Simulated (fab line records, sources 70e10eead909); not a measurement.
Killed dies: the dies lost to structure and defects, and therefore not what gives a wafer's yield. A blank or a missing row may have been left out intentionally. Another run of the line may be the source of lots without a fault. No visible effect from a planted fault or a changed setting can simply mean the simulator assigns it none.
Chamber matching | flow nand harc | 4 sister chambers for NHARC_A_CHANNEL_FILL_D1_ALD_25 on ald hk-04
The step deposits SiOx, target thk 60 nm, pulse time 10 s, ald cycles 600. 4 wafers are shown with their chamber, then 9 later ones without.

## WAFERS, EACH WITH ITS CHAMBER
wafer  | chamber | heater power w (W)
L082.3 | 2       | 448
L085.1 | 0       | 459
L085.3 | 3       | 446
L085.6 | 1       | 456

## WAFERS WITH NO CHAMBER GIVEN
wafer  | heater power w (W)
L086.3 | 442
L086.5 | 458
L086.6 | 453
L095.2 | 446
L095.5 | 460
L095.6 | 446
L096.1 | 447
L096.5 | 455
L096.6 | 458

## WHICH CHAMBER EACH ONE RAN IN
wafer  | from the rows above          | in truth
L086.3 | can't be placed: 3 or 2      | 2
L086.5 | can't be placed: 0 or 1      | 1
L086.6 | can't be placed: 1 or 2 or 0 | 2
L095.2 | can't be placed: 3 or 2      | 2
L095.5 | can't be placed: 0 or 1      | 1
L095.6 | can't be placed: 3 or 2      | 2
L096.1 | can't be placed: 2 or 3      | 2
L096.5 | can't be placed: 1 or 0      | 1
L096.6 | can't be placed: 0 or 1      | 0
0 of 9 placed correctly. Cannot be placed on the basis of these rows: 9; the candidates contain the true chamber in 9. 0 placed wrongly.
How it was worked out, from the rows above alone: a wafer's distance from a chamber is the root of the sum, over the readings, of the square of ((its reading less the chamber's mean) divided by the reading's scatter). The wafer belongs to the nearest chamber; if the next one is less than 2 further off, it can't be placed. A chamber's mean is the mean of its shown wafers. The scatter (one wafer shown for each chamber): square how far every hidden wafer sits from the nearest shown wafer, average those squares and take the square root.
